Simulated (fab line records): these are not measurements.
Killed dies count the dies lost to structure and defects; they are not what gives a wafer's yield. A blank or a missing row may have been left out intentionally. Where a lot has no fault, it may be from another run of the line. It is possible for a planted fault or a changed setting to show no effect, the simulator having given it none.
The tool behind it: which one? | flow n5Finfet | Sampling: 8 lots, 24 wafers, 4 of 1938 route steps

WHAT THE GAUGES READ, wafer by wafer
N5_MOL_CONTACT_COAG_THK_MEAS_29.
lot  | measured     | on           | MD_CAP_THK (nm)
L583 | day 5 14:06  | filmMetro-02 | 17.92 17.94 17.99
L586 | day 6 08:41  | filmMetro-02 | 17.92 17.94 17.85
L595 | day 8 12:30  | filmMetro-02 | 16.26 16.29 16.26
L596 | day 8 19:17  | filmMetro-01 | 17.91 16.41 17.97
L599 | day 9 13:34  | filmMetro-02 | 17.95 17.91 17.89
L600 | day 9 20:46  | filmMetro-02 | 17.96 17.93 17.90
L602 | day 10 04:17 | filmMetro-02 | 18.03 18.19 18.07
L603 | day 10 17:09 | filmMetro-02 | 17.91 18.01 18.20

TOOL THAT RAN EACH LOT (tool first, then ch and the chambers of the sampled wafers, then the start)
lot  | N5_MOL_CONTACT_COAG_ETCH_15      | N5_MOL_CONTACT_COAG_ALD_20         | N5_MOL_CONTACT_COAG_CMP_23
L583 | rieDiel-05 ch 1,2,3, day 5 04:10 | aldMetal-02 ch 1,2,3, day 5 06:32  | cmp-02 ch 0,2, day 5 11:17
L586 | rieDiel-05 ch 1,2, day 6 00:37   | aldMetal-04 ch 1,2, day 6 01:31    | cmp-02 ch 0,1,3, day 6 06:04
L595 | rieDiel-04 ch 0,1,3, day 8 03:19 | aldMetal-04 ch 2,3, day 8 05:22    | cmp-02 ch 1,2, day 8 09:49
L596 | rieDiel-04 ch 0,1,3, day 8 10:19 | aldMetal-04 ch 1,2,3, day 8 11:11  | cmp-02 ch 1,2, day 8 15:03
L599 | rieDiel-05 ch 1,2,3, day 9 03:40 | aldMetal-02 ch 0,1,2, day 9 04:38  | cmp-01 ch 1,2,3, day 9 10:59
L600 | rieDiel-04 ch 2,3, day 9 12:44   | aldMetal-01 ch 1,3, day 9 13:40    | cmp-04 ch 0,1,3, day 9 18:10
L602 | rieDiel-05 ch 1,2,3, day 9 20:38 | aldMetal-01 ch 0,1,3, day 9 21:25  | cmp-04 ch 1,2,3, day 10 01:36
L603 | rieDiel-04 ch 0,2, day 10 10:15  | aldMetal-01 ch 0,1,3, day 10 11:06 | cmp-01 ch 0,1,3, day 10 14:31
- N5_MOL_CONTACT_COAG_ETCH_15: etches SiNx in CH3F/O2, stops on Si:P, target depth 7 nm.
- N5_MOL_CONTACT_COAG_ALD_20: deposits TiN, target thk 1.5 nm, pulse time 1 s, purge time 3 s.
- N5_MOL_CONTACT_COAG_CMP_23: polishes, stops on SiO2, t overpolish 1.5 s, target thk 0 nm.

THE ANSWER, worked out from the rows above alone
Rule: the usual values come from the lots themselves. Put in order of their means at a reading, lots are off if they are a third of the lots or fewer, leave a main group of 4 or more, and stand apart from it by a gap of 3 or more times the standard deviation of the main group's means; of several such gaps the widest counts. If all means in a main group match to the digits the tables above print for the reading, that group is not used. A lot without any number at a reading at which 4 lots or more have one is off too. The other lots that the step has rows for count as sound.
Off: at N5_MOL_CONTACT_COAG_THK_MEAS_29 (MD_CAP_THK), L595, L596. Main group: mean 17.97 nm, sd 0.071.
A tool fits if, at a process step before that reading, it ran every lot that is off, and no sound lot after the first of them. The gauges at N5_MOL_CONTACT_COAG_THK_MEAS_29 are tried like those tools. This does not decide it: 2 tools fit, namely aldMetal-04 at N5_MOL_CONTACT_COAG_ALD_20 and cmp-02 at N5_MOL_CONTACT_COAG_CMP_23.

WHAT THE SIMULATOR PUT IN
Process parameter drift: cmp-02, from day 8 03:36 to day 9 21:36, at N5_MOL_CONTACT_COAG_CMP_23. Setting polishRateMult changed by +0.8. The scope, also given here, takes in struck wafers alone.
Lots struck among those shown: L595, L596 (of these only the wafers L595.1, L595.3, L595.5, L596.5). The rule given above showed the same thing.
